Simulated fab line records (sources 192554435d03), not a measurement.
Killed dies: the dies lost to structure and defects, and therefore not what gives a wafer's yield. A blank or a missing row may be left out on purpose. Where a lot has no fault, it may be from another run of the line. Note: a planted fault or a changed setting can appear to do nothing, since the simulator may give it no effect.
Matching of chambers / flow n5-finfet / pecvd-02 running N5_BEOL_M13_ILD_DEP_00: 3 sister chambers
The step deposits SiOC from DEMS/O2, target thk 837.92 nm, time 166.4 s. 18 wafers are shown with their chamber, then 9 later ones without.

WAFERS, EACH WITH ITS CHAMBER
wafer=L074.2; chamber=2; throttle-valve-pct (%)=11.4; heater-power-w (W)=424; showerhead-plenum-p-Torr (Torr)=5.705
wafer=L074.3; chamber=0; throttle-valve-pct (%)=12.4; heater-power-w (W)=471; showerhead-plenum-p-Torr (Torr)=5.694
wafer=L074.4; chamber=2; throttle-valve-pct (%)=11.5; heater-power-w (W)=445; showerhead-plenum-p-Torr (Torr)=5.700
wafer=L082.2; chamber=0; throttle-valve-pct (%)=12.3; heater-power-w (W)=461; showerhead-plenum-p-Torr (Torr)=5.691
wafer=L082.3; chamber=2; throttle-valve-pct (%)=11.6; heater-power-w (W)=447; showerhead-plenum-p-Torr (Torr)=5.701
wafer=L082.6; chamber=2; throttle-valve-pct (%)=11.7; heater-power-w (W)=354; showerhead-plenum-p-Torr (Torr)=5.687
wafer=L083.3; chamber=0; throttle-valve-pct (%)=12.7; heater-power-w (W)=432; showerhead-plenum-p-Torr (Torr)=5.701
wafer=L083.5; chamber=0; throttle-valve-pct (%)=12.5; heater-power-w (W)=457; showerhead-plenum-p-Torr (Torr)=5.677
wafer=L083.6; chamber=2; throttle-valve-pct (%)=11.6; heater-power-w (W)=431; showerhead-plenum-p-Torr (Torr)=5.692
wafer=L085.2; chamber=1; throttle-valve-pct (%)=11.6; heater-power-w (W)=552; showerhead-plenum-p-Torr (Torr)=5.690
wafer=L085.4; chamber=1; throttle-valve-pct (%)=11.5; heater-power-w (W)=564; showerhead-plenum-p-Torr (Torr)=5.694
wafer=L085.5; chamber=2; throttle-valve-pct (%)=11.6; heater-power-w (W)=459; showerhead-plenum-p-Torr (Torr)=5.699
wafer=L087.3; chamber=2; throttle-valve-pct (%)=11.6; heater-power-w (W)=435; showerhead-plenum-p-Torr (Torr)=5.704
wafer=L087.4; chamber=1; throttle-valve-pct (%)=11.5; heater-power-w (W)=450; showerhead-plenum-p-Torr (Torr)=5.683
wafer=L087.6; chamber=0; throttle-valve-pct (%)=12.5; heater-power-w (W)=378; showerhead-plenum-p-Torr (Torr)=5.686
wafer=L086.1; chamber=2; throttle-valve-pct (%)=11.8; heater-power-w (W)=400; showerhead-plenum-p-Torr (Torr)=5.693
wafer=L086.2; chamber=1; throttle-valve-pct (%)=11.5; heater-power-w (W)=513; showerhead-plenum-p-Torr (Torr)=5.694
wafer=L086.4; chamber=0; throttle-valve-pct (%)=12.4; heater-power-w (W)=397; showerhead-plenum-p-Torr (Torr)=5.715

SIGNATURES, as means of the wafers listed above
reading=throttle-valve-pct; chamber 0=12.467; chamber 1=11.525; chamber 2=11.600; scatter within a chamber=0.116
reading=heater-power-w; chamber 0=432.67; chamber 1=519.75; chamber 2=424.38; scatter within a chamber=39.1
reading=showerhead-plenum-p-Torr; chamber 0=5.69400; chamber 1=5.69025; chamber 2=5.69763; scatter within a chamber=0.00899
Rule: a wafer's distance from a chamber is the root of the sum, over the readings, of the square of ((its reading less the chamber's mean) divided by the reading's scatter). The wafer belongs to the nearest chamber; if the next one is less than 2 further off, it can't be placed. The scatter: take each reading less its chamber's mean, square it, sum over the shown wafers, divide by the number of wafers less the number of chambers, and take the root.

WAFERS MISSING THEIR CHAMBER
wafer=L088.1; throttle-valve-pct (%)=11.5; heater-power-w (W)=548; showerhead-plenum-p-Torr (Torr)=5.693
wafer=L088.3; throttle-valve-pct (%)=12.4; heater-power-w (W)=464; showerhead-plenum-p-Torr (Torr)=5.701
wafer=L088.5; throttle-valve-pct (%)=11.7; heater-power-w (W)=407; showerhead-plenum-p-Torr (Torr)=5.698
wafer=L096.1; throttle-valve-pct (%)=12.3; heater-power-w (W)=479; showerhead-plenum-p-Torr (Torr)=5.701
wafer=L096.3; throttle-valve-pct (%)=11.3; heater-power-w (W)=528; showerhead-plenum-p-Torr (Torr)=5.685
wafer=L096.5; throttle-valve-pct (%)=12.6; heater-power-w (W)=482; showerhead-plenum-p-Torr (Torr)=5.712
wafer=L097.1; throttle-valve-pct (%)=11.8; heater-power-w (W)=434; showerhead-plenum-p-Torr (Torr)=5.692
wafer=L097.4; throttle-valve-pct (%)=12.5; heater-power-w (W)=476; showerhead-plenum-p-Torr (Torr)=5.700
wafer=L097.5; throttle-valve-pct (%)=11.7; heater-power-w (W)=365; showerhead-plenum-p-Torr (Torr)=5.718

WHICH CHAMBER EACH WENT THROUGH
wafer=L088.1; from the rows above=1; in truth=1
wafer=L088.3; from the rows above=0; in truth=0
wafer=L088.5; from the rows above=2; in truth=2
wafer=L096.1; from the rows above=0; in truth=0
wafer=L096.3; from the rows above=can't be placed: 1 or 2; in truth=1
wafer=L096.5; from the rows above=0; in truth=0
wafer=L097.1; from the rows above=can't be placed: 2 or 1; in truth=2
wafer=L097.4; from the rows above=0; in truth=0
wafer=L097.5; from the rows above=2; in truth=2
Correctly placed: 7 of 9. Not placeable from these rows: 2 (in 2, the candidates include the true chamber). Number placed wrongly: 0.
